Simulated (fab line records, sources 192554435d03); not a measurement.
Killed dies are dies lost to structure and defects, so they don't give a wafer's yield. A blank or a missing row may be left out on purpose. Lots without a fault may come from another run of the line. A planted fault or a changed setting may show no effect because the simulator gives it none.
fab line records | flow n5_finfet
record lots=3 wafers=8 last_day=17
route steps=1938 shown BEOL_M4@1099 BEOL_M5@1112 BEOL_M10@1512 BEOL_M15@1830 PASSIVATION@1936
lots that met no fault: from a run of the same line without faults
start_h: hours from the record's first day to the start of the lot's first wafer shown | wait_h: hours since the lot's step before | " the same as in the row above | L1.1+2: a row that stands for several wafers | - no value, or no start given | * or withheld: withheld | < > ~ a bound
route shown NAME@n: a module of which the file shows steps, and the number in the route of the first | usual: mean/standard deviation of fault-free wafers | same: alike in all rows | chamber/n: place in a boat | sites: the reading at each site | _std_site: their standard deviation | _edge_site: outer sites' mean less inner sites' | radius_mm: how far each site lies from the wafer's centre | mask NAME#n: copy n | behind: the tool/chamber that last shaped the wafer | hold: why the lot was held/for how many hours/how that ended | device: the transistor (n, p or np) that didn't switch | end of line: the same wafers' tests at the end of the route | a step without rows: its recipe alone | killed: dies lost to structure and defects at the first sort, not the wafer's yield | map: a wafer's dies, x killed, . not, _ none there
set.NAME: the setting as run; set.NAME@STEP: as run at that earlier step | model.NAME: the simulator's own value behind a step, which no gauge read
lots at some steps of the route; a table a step, a row a wafer
services: from which hour (start_h, from the record's first day; less than 0 if before it) a tool's chamber was out of use, for how many hours, and why
## steps
# step N5_BEOL_M4_ANNEAL_95
# recipe temp_c=400 time_s=240 ambient=vacuum
# step N5_BEOL_M4_SPUTTER_96
# recipe material=Cu target_thk_a=45 temp_c=-20 chamber_pressure_pa=0.07 power_w=withheld time_s=8.29
# step N5_BEOL_M4_ECD_50
# recipe material=Cu target_thk_a=3000
# step N5_BEOL_M4_ANNEAL_51
# recipe temp_c=225 time_s=90 ambient=N2
# step N5_BEOL_M4_CMP_52
# recipe stop_on=SiOC t_overpolish_s=6.8 down_force_psi=1 platen_rpm=50 clearing_platen_down_force_psi=1.5 clearing_platen_rpm=50 post_cmp_clean=cu_alkaline target_thk_nm=40 clearing_platen_pad_velocity_m_s=0.99484 pad_velocity_m_s=0.99484
# step N5_BEOL_M4_PRE_CLEAN_60
# recipe gas=NH3/H2 time_s=15 temp_c=* rf_power_w=300
# step N5_BEOL_M4_CO_CAP_55
# recipe material=Co target_thk_a=20 temp_c=200 precursor=CCTBA/H2 pressure_torr=30 time_s=102.1
# step N5_BEOL_M4_PRE_CLEAN_56
# recipe gas=NH3 time_s=15 temp_c=withheld rf_power_w=300
# step N5_BEOL_M4_DEP_57
# recipe material=SiCN target_thk_a=80 temp_c=withheld precursor=3MS/NH3 pressure_torr=3 rf_w=202 time_s=14
# step N5_BEOL_M4_RC_MEAS_101
# usual DIBL_N=36.1/1.5 DIBL_P=36.1/1.9 IOFF_N=0.159/0.029 IOFF_P=0.21/0.038 ION_N=675/11 ION_P=464/8.1 SS_N=71.5/0.57 SS_P=73.3/0.64 VT_N=249/3.1 VT_P=-250/3.8
# columns lot.wafer tool chamber start_h wait_h DIBL_N[mV/V] DIBL_P[mV/V] IOFF_N[nA/um] IOFF_P[nA/um] ION_N[uA/um] ION_P[uA/um] SS_N[mV/dec] SS_P[mV/dec] VT_N[mV] VT_P[mV]
L886.1 prober-01 0 174.19 0.0 35.8 35.8 0.143 0.20 676 465 71.2 73.3 251 -251
L886.5 " 0 " " 37.5 36.9 0.170 0.21 684 459 71.5 73.2 248 -253
L886.6 " 0 " " 38.0 36.7 0.179 0.21 668 460 72.0 73.5 248 -250
L895.5 prober-01 0 221.87 0.6 33.5 33.2 0.127 0.17 669 459 71.7 72.1 253 -252
L895.6 " 0 " " 35.3 36.2 0.160 0.22 673 468 71.2 73.7 249 -247
L907.3 prober-02 0 306.34 0.3 36.7 36.3 0.176 0.27 684 475 70.9 73.5 246 -244
L907.4 " 0 " " 35.1 35.1 0.153 0.27 675 482 70.9 73.0 249 -242
L907.5 " 0 " " 37.2 36.5 0.166 0.28 673 471 72.3 73.6 251 -243
# step N5_BEOL_M5_ILD_DEP_00
# recipe material=SiCOH_lowk target_thk_a=1406.4 temp_c=300 precursor=DEMS/porogen pressure_torr=5 rf_w=500 time_s=25.9
# step N5_BEOL_M5_CURE_79
# recipe temp_c=385 time_s=240 ambient=He/Ar material=SiCOH_lowk
# step N5_BEOL_M5_PECVD_70
# recipe material=SiO2 target_thk_a=160 temp_c=400 precursor=TEOS/O2 pressure_torr=5.5 rf_w=450 teos_flow_sccm=53.8 gas=O2 flow_sccm=3000 time_s=18
# step N5_BEOL_M5_HM_DEP_02
# recipe material=TiN target_thk_a=200 temp_c=25 chamber_pressure_pa=0.49996
# step N5_BEOL_M5_COAT_59
# recipe resist=SOC temp_c=250 time_s=60 spin_rpm=1500 resist_thk_nm=60
# step N5_BEOL_M5_COAT_60
# recipe resist=SiARC temp_c=220 time_s=60 spin_rpm=1500 resist_thk_nm=12
# step N5_BEOL_M5_COAT_71
# recipe resist=underlayer temp_c=205 time_s=60 spin_rpm=1500 resist_thk_nm=5
# step N5_BEOL_M5_COAT_05
# recipe resist=CAR-EUV spin_rpm=1500 resist_thk_nm=30
# step N5_BEOL_M5_EBR_07
# recipe solvent=PGMEA ebr_width_mm=1.5
# step N5_BEOL_M5_SOFTBAKE_06
# recipe temp_c=110 time_s=60 resist=CAR-EUV
# step N5_BEOL_M5_EXPOSE_08
# recipe mask_id=M5 na=0.33 source_shape=annular sigma_inner=0.4 sigma_outer=0.8 polarization=unpolarized target_cd_nm=28 dose_mj=35.75
# step N5_BEOL_M5_PEB_09
# recipe peb_temp_c=100 peb_time_s=60 resist=CAR-EUV
# step N5_BEOL_M5_DEVELOP_10
# recipe develop_time_s=30 developer=TMAH resist=CAR-EUV rinse_liquid=surfactant_rinse dry=air_spin dev_temp_c=23
# step N5_BEOL_M5_DESCUM_16
# recipe chemistry=O2 time_s=7 source_power_w=50 bias_power_w=20 pressure_mtorr=20 rf_frequency_hz=2.712e+07 temp_c=40 resist=CAR-EUV o2_flow_sccm=225
# step N5_BEOL_M5_ETCH_72
# recipe chemistry=N2/H2 target=underlayer target_depth_a=65 mask_material=CAR-EUV time_s=5.2 ion_energy_ev=200 pressure_mtorr=30 source_w=840 bias_w=150 n2_flow_sccm=200 h2_flow_sccm=200 ends=cleared
# step N5_BEOL_M5_ETCH_61
# recipe chemistry=CF4 target=SiARC target_depth_a=156 mask_material=CAR-EUV time_s=26 ion_energy_ev=80 pressure_mtorr=40 source_w=545 bias_w=36 Ar_flow_sccm=100 cf4_flow_sccm=100 ends=cleared
# step N5_BEOL_M5_ETCH_62
# recipe chemistry=N2/H2 target=SOC target_depth_a=750 overetch_a=150 mask_material=SiARC temp_c=40 time_s=112.5 ion_energy_ev=200 pressure_mtorr=30 source_w=840 bias_w=150 n2_flow_sccm=200 h2_flow_sccm=200
# step N5_BEOL_M5_STRIP_63
# recipe chemistry=N2/H2 temp_c=40 n2_flow_sccm=200 h2_flow_sccm=200 rf_frequency_hz=6e+07
# step N5_BEOL_M5_STRIP_73
# recipe chemistry=N2/H2 temp_c=40 n2_flow_sccm=200 h2_flow_sccm=200 rf_frequency_hz=6e+07
# step N5_BEOL_M5_STRIP_64
# recipe chemistry=CF4 resist=SiARC power_w=300 bias_power_w=75 pressure_mtorr=50 cf4_flow_sccm=150 rf_frequency_hz=6e+07
# step N5_BEOL_M5_HM_OPEN_17
# recipe chemistry=Cl2/BCl3 target_depth_a=200 overetch_a=60 target=TiN mask_material=SOC ion_energy_ev=150 pressure_mtorr=10 icp_w=1000 bias_w=126 Cl2_flow_sccm=53.25 bcl3_flow_sccm=21.75 Ar_flow_sccm=25
# step N5_BEOL_M5_STRIP_19
# recipe chemistry=O2 power_w=400 temp_c=40 pressure_mtorr=30 rf_frequency_hz=6e+07 bias_power_w=0 overash_fraction=0.2 o2_flow_sccm=225
# step N5_BEOL_M5_COAT_65
# recipe resist=SOC temp_c=250 time_s=60 spin_rpm=1500 resist_thk_nm=60
# step N5_BEOL_M5_COAT_66
# recipe resist=SiARC temp_c=220 time_s=60 spin_rpm=1500 resist_thk_nm=12
# step N5_BEOL_M10_TRENCH_ETCH_37
# recipe chemistry=C4F6/O2 target_depth_a=1488.3 target=SiCOH_lowk time_s=48 ion_energy_ev=250 pressure_mtorr=30 source_w=345 bias_w=185 Ar_flow_sccm=300 C4F6_flow_sccm=10 O2_flow_sccm=10
# usual drypump_motor_current_A=5.6/0.52 oes_product_au=0.81/0.054 rf_vpp_V=664/7 showerhead_plenum_p_Torr=2.87/0.11 throttle_valve_pct=20.85/0.14
# columns lot.wafer tool chamber start_h wait_h drypump_motor_current_A oes_product_au rf_hours_counter_h rf_vpp_V showerhead_plenum_p_Torr throttle_valve_pct model.BEOL_M10.feature_depth_nm model.etch.depth_nm model.TiN_of_BEOL_M10_HM_DEP_02.thk_nm
L886.1 rie_diel-06 1 221.38 - 6.7 0.78 123 666 2.73 20.92 147.2 147.1 16.4
L886.5 " 1 " " 6.7 0.78 - 666 2.73 20.92 146.4 146.4 16
L886.6 " 0 " " 5.3 0.87 - 674 3.01 20.87 149.6 149.5 15.8
L895.5 rie_diel-06 3 272.52 - 5.2 0.82 - 679 2.97 20.87 148.8 148.7 15.6
L895.6 " 2 " " 5.4 0.69 - 671 3.00 21.01 105.4 105.4 17
L907.3 rie_diel-02 0 359.95 - 5.8 0.77 120 657 2.87 20.82 149 149 15.4
L907.4 " 1 " " 5.6 0.77 130 659 2.83 20.67 150.2 150.2 15.2
L907.5 " 2 " " 5.8 0.78 - 654 2.97 20.81 150.4 150.4 15.4
# step N5_BEOL_M10_OCD_MEAS_38
# usual trench_depth_nm=148.4/1.8
# columns lot.wafer tool chamber start_h wait_h trench_depth_nm
L886.1 ocd-02 - 221.56 - 148.0
L886.5 " - " " 146.7
L886.6 " - " " 149.8
L895.5 ocd-02 - 272.68 - 148.1
L895.6 " - " " 105.4
L907.3 ocd-01 - 360.13 - 149.2
L907.4 " - " " 150.3
L907.5 " - " " 150.5
# step N5_BEOL_M10_CMP_52
# recipe stop_on=SiCOH_lowk t_overpolish_s=7 down_force_psi=1 platen_rpm=50 clearing_platen_down_force_psi=1.5 clearing_platen_rpm=50 post_cmp_clean=cu_alkaline target_thk_nm=140 clearing_platen_pad_velocity_m_s=0.99484 pad_velocity_m_s=0.99484
# usual motor_current_A=6.1/1 pad_life_wafers=870/550 platen_rpm=50.00/0.034
# columns lot.wafer tool chamber start_h wait_h motor_current_A pad_life_wafers platen_rpm model.Cu_of_BEOL_M10_ECD_50.thk_nm
L886.1 cmp-01 3 223.81 0.3 5.4 331 50.04 136.8
L886.5 " 2 " " 8.6 - 49.94 136.4
L886.6 " 3 " " 5.2 - 49.98 137.6
L895.6 cmp-02 3 274.58 0.2 5.3 - 49.99 96.4
L895.5 " 0 " " 5.7 - 50.00 140.6
L907.3 cmp-02 3 363.01 0.3 5.2 474 49.97 139.4
L907.4 " 0 " " 6.3 475 50.05 142
L907.5 " 3 " " 5.3 - 50.00 141.4
# step N5_BEOL_M10_THK_MEAS_53
# recipe thk_meas_gauge=xrf reads=Cu_of_BEOL_M10_ECD_50
# usual M10_THK=135.4/2.1
# columns lot.wafer tool chamber start_h wait_h M10_THK[nm]
L886.1 film_metro-01 - 224.07 - 133.1
L886.5 " - " " 132.7
L886.6 " - " " 134.6
L895.5 film_metro-02 - 274.73 - 134.8
L895.6 " - " " 92.7
L907.3 film_metro-01 - 363.31 - 133.8
L907.4 " - " " 136.9
L907.5 " - " " 135.8
# step N5_BEOL_M10_RS_MEAS_57
# recipe thk_meas_gauge=four-point-probe reads=Cu_of_BEOL_M10_ECD_50+Co_of_BEOL_M10_CVD_75+TaN_of_BEOL_M10_ALD_74
# usual M10_RS=0.1513/0.0026
# columns lot.wafer tool chamber start_h wait_h M10_RS[ohm/sq]
L886.1 film_metro-01 - 224.21 0.1 0.1549
L886.5 " - " " 0.1552
L886.6 " - " " 0.1534
L895.5 film_metro-02 - 274.90 0.0 0.1501
L895.6 " - " " 0.2287
L907.3 film_metro-02 - 363.44 0.1 0.1518
L907.4 " - " " 0.1484
L907.5 " - " " 0.1491
# step N5_BEOL_M15_RC_MEAS_101
# usual COMB_M11=1.52e-11/2.9e-12 COMB_M12=7e-12/1.3e-12 COMB_M13=5.5e-12/1e-12 COMB_M14=4.3e-12/7.5e-13 COMB_M15=3.1e-12/5.1e-13 COMB_M5=3.6e-11/7.3e-12 COMB_M5_max_site=5.1e-11/1.1e-11 COMB_M6=2.6e-11/4.9e-12 COMB_M7=2.6e-11/5.2e-12 COMB_M8=2.6e-11/5.4e-12 COMB_M9=1.5e-11/3e-12 SERP_M10=3.05/0.073 SERP_M10_max_site=3.15/0.082 SERP_M11=3.06/0.096 SERP_M12=0.645/0.017 SERP_M13=0.306/0.0065 SERP_M13_max_site=0.309/0.0066 SERP_M14=0.160/0.0032 SERP_M5=38.9/1.9 SERP_M6=13.8/0.47 SERP_M7=13.8/0.6 SERP_M8=13.7/0.49 SERP_M9=3.05/0.1 SERP_M9_max_site=3.14/0.1
# columns lot.wafer tool chamber start_h wait_h COMB_M11[S/m] COMB_M12[S/m] COMB_M13[S/m] COMB_M14[S/m] COMB_M15[S/m] COMB_M5[S/m] COMB_M5_max_site[S/m] COMB_M6[S/m] COMB_M7[S/m] COMB_M8[S/m] COMB_M9[S/m] SERP_M10[ohm/um] SERP_M10_max_site[ohm/um] SERP_M11[ohm/um] SERP_M12[ohm/um] SERP_M13[ohm/um] SERP_M13_max_site[ohm/um] SERP_M14[ohm/um] SERP_M5[ohm/um] SERP_M6[ohm/um] SERP_M7[ohm/um] SERP_M8[ohm/um] SERP_M9[ohm/um] SERP_M9_max_site[ohm/um]
L886.1 prober-02 0 256.17 0.0 1.15e-11 7.2e-12 5.5e-12 5.5e-12 2.4e-12 3.4e-11 4e-11 2.1e-11 2.3e-11 2.4e-11 1.7e-11 3.09 3.18 3.16 0.652 0.311 0.315 0.162 40.5 14.5 14.7 13.7 2.92 3.03
L886.5 " 0 " " 1.16e-11 7e-12 6.6e-12 4.1e-12 2.4e-12 2.9e-11 3.4e-11 1.9e-11 2.8e-11 2.7e-11 1.5e-11 3.19 3.34 3.04 0.646 0.309 0.314 0.162 39.1 13.7 14.4 14.2 3.10 3.15
L886.6 " 0 " " 1.97e-11 8.3e-12 6.1e-12 3.9e-12 3.2e-12 5e-11 6.4e-11 2e-11 3.1e-11 2.5e-11 1.4e-11 3.11 3.24 3.11 0.653 0.313 0.316 0.162 44.9 14.2 14.6 13.5 3.14 3.18
L895.5 prober-01 0 312.63 0.6 1.5e-11 7.5e-12 6e-12 5.4e-12 2.5e-12 3.4e-11 5e-11 3.2e-11 1.5e-11 2.8e-11 1.2e-11 3.09 3.14 3.09 0.672 0.302 0.306 0.157 41.9 14.6 14.2 13.7 3.14 3.19
L895.6 " 0 " " 2.12e-11 6.5e-12 6.2e-12 3.7e-12 2.6e-12 4.4e-11 9e-11 2.9e-11 1.7e-11 4.5e-11 1.5e-11 4.62 4.69 2.95 0.658 0.294 0.297 0.157 39.6 14.2 14.8 13.9 3.03 3.08
L907.3 prober-02 0 398.26 0.3 1.24e-11 6.4e-12 6.7e-12 5.2e-12 2.1e-12 3.7e-11 4.5e-11 2.8e-11 3.2e-11 2.5e-11 1.1e-11 3.02 3.11 3.11 0.633 0.304 0.309 0.159 41.6 14.4 15.1 13.7 3.09 3.11
L907.4 " 0 " " 1.59e-11 5.3e-12 7.2e-12 4.6e-12 2.5e-12 2.6e-11 4.1e-11 2.4e-11 3.5e-11 2.6e-11 1.2e-11 3.04 3.15 3.08 0.640 0.301 0.303 0.159 39.5 14.3 13.6 13.4 3.08 3.18
L907.5 " 0 " " 1.84e-11 4.7e-12 5.2e-12 3.6e-12 3e-12 2.8e-11 4.2e-11 2.6e-11 3.1e-11 2.8e-11 1.3e-11 3.03 3.15 3.11 0.636 0.304 0.307 0.160 42.3 13.9 13.6 13.5 2.99 3.01
# sites SERP_M10 radius_mm=0,75,75,75,75,140,140,140,140
L886.1 2.96 3.07 2.98 3.00 3.09 3.18 3.13 3.16 3.15
L895.5 3.13 3.09 3.12 3.10 3.14 3.02 3.02 3.02 3.01
L907.3 3.10 3.10 3.02 3.11 3.02 2.94 2.92 2.96 2.83
# step N5_PASSIVATION_PROBE_49
# usual defect_limited_yield=91.5/1.6 killed_at_M0_to_M3=33/10 killed_at_M4_up=13/5.6 killed_at_contacts=13/6 killed_at_front_end=39/12 killed_at_other=3.0/2.8 killed_dies=101/19 killed_open=65/13 killed_short=32/8.3 sort_bin_5_function=5.0/1 sort_bin_6_memory=3.1/0.69 sort_bin_8_speed=0/0 sort_n_pass=1079/19
# same gross_dies=1180 killed_at_back_side=0 sort_bin_4_leakage[%]=0
# columns lot.wafer tool chamber start_h wait_h defect_limited_yield[%] killed_at_M0_to_M3 killed_at_M4_up killed_at_contacts killed_at_front_end killed_at_other killed_dies killed_open killed_short sort_bin_5_function[%] sort_bin_6_memory[%] sort_bin_8_speed[%] sort_n_pass
L886.1 prober-01 - 273.69 0.4 91.5 22 13 11 53 1 100 76 22 4.8 3.2 0 1080
L886.5 prober-01 - 273.89 0.6 89.4 53 27 3 42 0 125 76 43 6.3 3.9 0 1055
L886.6 prober-01 - 273.94 0.6 89.2 50 22 8 47 1 128 79 47 6.6 3.9 0 1052
L895.5 prober-01 - 327.39 0.2 92.1 26 8 10 47 2 93 60 31 4.7 2.8 0 1087
L895.6 prober-01 - 327.44 0.3 89.8 26 20 14 59 1 120 71 41 5.2 4.0 0.42 1060
L907.3 prober-02 - 414.92 0.1 92.0 22 13 6 46 7 94 53 36 4.7 2.6 0 1086
L907.4 prober-02 - 414.97 0.2 92.8 32 10 4 38 1 85 54 31 3.9 2.8 0 1095
L907.5 prober-02 - 415.02 0.2 93.6 25 7 4 34 5 75 41 31 4.7 1.4 0 1105
# killed by level:class
L886.1 STI_FIN_REVEAL:geometric_particle:open=31 MOL_CONTACT_COAG:geometric_particle:open=11 DUMMY_GATE:geometric_particle:open=9 BEOL_M1:geometric_particle:open=5 BEOL_M4:geometric_particle:open=5 BEOL_M0_SAQP:geometric_particle:open=4 FIN_SAQP:geometric_particle:short=3 STI_FIN_REVEAL:geometric_particle:short=3
L886.5 DUMMY_GATE:geometric_particle:open=16 BEOL_M4:geometric_particle:short=11 BEOL_M0_SAQP:geometric_particle:open=10 BEOL_M2:geometric_particle:open=10 BEOL_M0_SAQP:geometric_particle:short=9 BEOL_M2:geometric_particle:short=7 BEOL_M3:geometric_particle:open=6 STI_FIN_REVEAL:geometric_particle:open=5
L886.6 BEOL_M4:geometric_particle:open=15 STI_FIN_REVEAL:geometric_particle:open=14 FIN_SAQP:geometric_particle:short=10 FIN_SAQP:geometric_particle:open=8 BEOL_M0_SAQP:geometric_particle:open=8 BEOL_M3:geometric_particle:short=8 MOL_CONTACT_COAG:geometric_particle:open=7 BEOL_M0_SAQP:geometric_particle:short=7
L895.5 STI_FIN_REVEAL:geometric_particle:open=16 FIN_SAQP:geometric_particle:open=10 FIN_SAQP:geometric_particle:short=6 MOL_CONTACT_COAG:geometric_particle:open=6 BEOL_M3:geometric_particle:open=6 BEOL_M0_SAQP:geometric_particle:short=5 STI_FIN_REVEAL:geometric_particle:short=4 STARTING-WAFER:geometric_particle:short=4
L895.6 STI_FIN_REVEAL:geometric_particle:open=18 FIN_SAQP:geometric_particle:short=13 MOL_CONTACT_COAG:geometric_particle:open=11 DUMMY_GATE:geometric_particle:open=7 BEOL_M0_SAQP:geometric_particle:short=7 FIN_SAQP:geometric_particle:open=5 STI_FIN_REVEAL:geometric_particle:short=5 BEOL_M2:geometric_particle:open=5
L907.3 FIN_SAQP:geometric_particle:short=13 STI_FIN_REVEAL:geometric_particle:open=13 BEOL_M4:geometric_particle:open=7 FIN_SAQP:geometric_particle:open=6 BEOL_M1:geometric_particle:open=5 MOL_CONTACT_COAG:geometric_particle:open=4 BEOL_M3:geometric_particle:open=4 BEOL_M2:geometric_particle:open=3
L907.4 FIN_SAQP:geometric_particle:short=10 BEOL_M3:geometric_particle:open=10 FIN_SAQP:geometric_particle:open=8 BEOL_M1:geometric_particle:open=6 BEOL_M4:geometric_particle:open=5 STI_FIN_REVEAL:geometric_particle:open=5 BEOL_M0_SAQP:geometric_particle:short=4 BEOL_M3:geometric_particle:short=4
L907.5 FIN_SAQP:geometric_particle:short=8 BEOL_M2:geometric_particle:open=7 DUMMY_GATE:geometric_particle:open=6 GATE_CUT:geometric_particle:short=6 FIN_SAQP:geometric_particle:open=5 MOL_CONTACT_COAG:geometric_particle:open=4 BEOL_M0_SAQP:geometric_particle:open=4 BEOL_M3:geometric_particle:open=4
# map L895.6 (x killed, . not)
_________________........xx..________________
______________x.........x....x.x_____________
___________.........x........x.....__________
__________.......x....x...x....x...._________
________.....x..........x......x......_______
_______x............x....x........x....______
______.x...............................x_____
_____....x.x......x........x.............____
____.x.x.x..............x...x..x.......x..___
___...................x..................x.__
___.....x....x................x.........x..__
__...x....x.....x..............x............_
__...x.x.......xx..................x.x......_
_..x.......x.........x..x..........x....x....
_.....x....................x..x..............
_.x........................x....x............
_...x.......x.x...................x.......x.x
_.....x...x......xx..x.......................
_.....x.x........x...............x......x....
_x..x.x..................x.x.................
_..............................xx......x.....
__...........x.........x...................._
__.......................................x.._
___.......x.x............x.............x...__
___.........x....x..........x...x..x.......__
____.............x............x...........___
_____xx...........x...x..x............x.x____
______..........x........x......xx......_____
_______.x..............................______
________...x..........xx.............._______
__________.........x...........x...._________
___________............x.........x.__________
______________.........x........_____________
_________________..x.......x.________________
# map L886.6 (x killed, . not)
_________________..........xx________________
______________x.....x....x...xx._____________
___________........................__________
__________...........x......x......._________
________.x.x..x.......x..........x..x._______
_______..x........x...x....x.x.......x.______
______..x....................x...x......_____
_____.........................xx.x..x...x____
____..xx..xx...........................x..___
___.........xx........x.....x.x............__
___........x......x.........x......x.....x.__
__..x...........x......................x...._
__................................x......x.._
_.......................................x....
_.....x.......x..............................
_.....x.......x..............x.x.x...........
_.....x....x..........x.........x.x..........
_..x............x............................
_......x....x..x....xx.......................
_..x....x........x.....x..................x..
_....x.........................x.............
__..x....x.......xx..x...........x......x..._
__..............xx............x.x..........._
___...........x..x.........................__
___..x.xx.........x........x.x..........x..__
____........................x..x..x.......___
_____.........x.xx...x............x......____
______..x..x.x.........xx.x..x.x........_____
_______...x......x......x........xx....______
________.......................x.....x_______
__________...x...x.................._________
___________..x..............x..x...__________
______________x.x..............._____________
_________________.....x..x...________________
## services
# columns tool chamber start_h hours kind
cmp-01 - 202.18 2.4 repair
rie_diel-06 3 219.51 1.4 repair
cmp-01 - 230.19 4.0 pm
cmp-02 - 258.45 4.3 repair
rie_diel-02 1 259.35 18.6 repair
cmp-02 - 267.14 0.2 repair
cmp-02 - 300.52 4.0 pm
cmp-02 - 304.52 - consumable_replace:conditioner
cmp-02 - 304.52 - consumable_replace:pad
rie_diel-02 3 329.31 13.5 repair
rie_diel-06 - 358.14 0.3 repair
## key
first_sign step=N5_BEOL_M10_OCD_MEAS_38 reading=trench_depth_nm direction=down sigmas=24 usual=148.4 struck=105.4
effect step=N5_BEOL_M10_THK_MEAS_53 reading=M10_THK direction=down sigmas=21 usual=135.4 struck=92.7
effect step=N5_BEOL_M10_RS_MEAS_57 reading=M10_RS direction=up sigmas=30 usual=0.1513 struck=0.2287
effect step=N5_BEOL_M15_RC_MEAS_101 reading=SERP_M10 direction=up sigmas=21 usual=3.05 struck=4.62
effect step=N5_PASSIVATION_PROBE_49 reading=sort_bin_8_speed direction=up sigmas=5 usual=0 struck=0.42
model_effect step=N5_BEOL_M10_TRENCH_ETCH_37 value=BEOL_M10.feature_depth_nm without=150.4 struck=105.4
model_effect step=N5_BEOL_M10_CMP_52 value=Cu_of_BEOL_M10_ECD_50.thk_nm without=141.4 struck=96.4
met_at N5_BEOL_M10_TRENCH_ETCH_37
struck_wafers L895.6
onset_between 221.38 272.52
fault kind=process_parameter_drift tool=rie_diel-06 chamber=- onset_h=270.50 steps=N5_BEOL_M10_TRENCH_ETCH_37 channel=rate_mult offset=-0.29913 shape=step end_h=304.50 scope=struck_wafers_only
